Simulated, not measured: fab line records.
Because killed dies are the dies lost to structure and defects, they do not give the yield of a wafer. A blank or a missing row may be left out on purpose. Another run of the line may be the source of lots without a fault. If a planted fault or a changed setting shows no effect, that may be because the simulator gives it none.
Code-filled problem report in 8D (eight disciplines) form	flow nandHarc	the parts of the form that need people (team, actions taken, sign-off) are left out

1. WHAT IS WRONG
At NHARC_A_SLIT_CD_MEAS_09, cdNm averages 296.4 nm over 9 wafers from 3 lots, while fault-free wafers read 299.9 nm, standard deviation 0.4. Relative to the usual mean, that is a shift of -8.7 standard deviations.
The step: target cd 300 nm.
The first sign was on wafer L750.1 at day 25 12:23, on cdSem-03. The record holds 33 wafers of 11 lots with a number at this step. The rule behind "out" and "out of limits": a value lying over 4 standard deviations away from the usual mean. The other wafers with a number count as sound.

2. WHAT THIS IS AND IS NOT
question	is	is not
which readings at this step	cdNm	-
which lots	L750, L751, L752	L737, L738, L739, L740, L753, L754, L758, L759
which wafers of those lots	all that have a number	-
read on which gauges	cdSem-01, cdSem-03	cdSem-02
when	from day 25 12:23	up to then (12 sound wafers); but 12 sound wafers of L753, L754, L758, L759 came after

3. THE SUSPECTS, EACH WITH WHAT RULES IT OUT
Counting: a tool at a process step up to the reading stays a suspect if it ran every lot that is out and no sound lot after the first of them.
- ruled out: the gauge at NHARC_A_SLIT_CD_MEAS_09. The wafers that are out were read on 2 gauges (cdSem-01, cdSem-03).
- arfiScanner-03 at NHARC_A_SLIT_EXPOSE_06 (exposes mask SLIT): kept. It processed each lot that is out, first L750 at day 25 12:15, and no sound lot thereafter; up to then, the last sound lot it processed was L738 at day 22 19:02. Its own readings are out on those wafers: exposureDoseMJCm2.
After counting, what remains is arfiScanner-03 at NHARC_A_SLIT_EXPOSE_06.

4. THE CAUSE (what the simulator had put in)
Process parameter drift: arfiScanner-03, from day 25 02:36 on, at NHARC_A_SLIT_EXPOSE_06. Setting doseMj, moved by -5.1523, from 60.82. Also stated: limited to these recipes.
Only this tool survived the counting.

5. THE EFFECT CHAIN, in route order
Each row: a reading whose mean over the struck wafers that have a number lies more than 3 standard deviations from the usual. Only readings whose record carries a usual standard deviation are examined. hours: median over the lots of the time between each lot's start at the first step of this table that gives one and its start at this step. sigmas: the change, counted in usual standard deviations.
hours	step	reading	usual	on struck wafers	change	sigmas
0	NHARC_A_SLIT_EXPOSE_06	exposureDoseMJCm2	60.80	56.65	-4.15	-70
0	NHARC_A_SLIT_CD_MEAS_09	cdNm	299.9 nm	296.4	-3.5	-8.7
Its process steps:
- NHARC_A_SLIT_EXPOSE_06: exposes mask SLIT.

6. WHAT WOULD HAVE CAUGHT IT SOONER
The first out-of-limits reading at a measuring or inspecting step in this record came at day 25 12:23, 10 hours after the fault's start at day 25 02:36.
Tool's own readings at NHARC_A_SLIT_EXPOSE_06, exposureDoseMJCm2: out on all struck wafers the step has rows for; an alarm limit on them would have tripped on the first.
L752, L751, from the lots that are out (3), started NHARC_A_SLIT_EXPOSE_06 on arfiScanner-03 later than day 25 12:23. A hold on the tool at that time would have spared those 2.
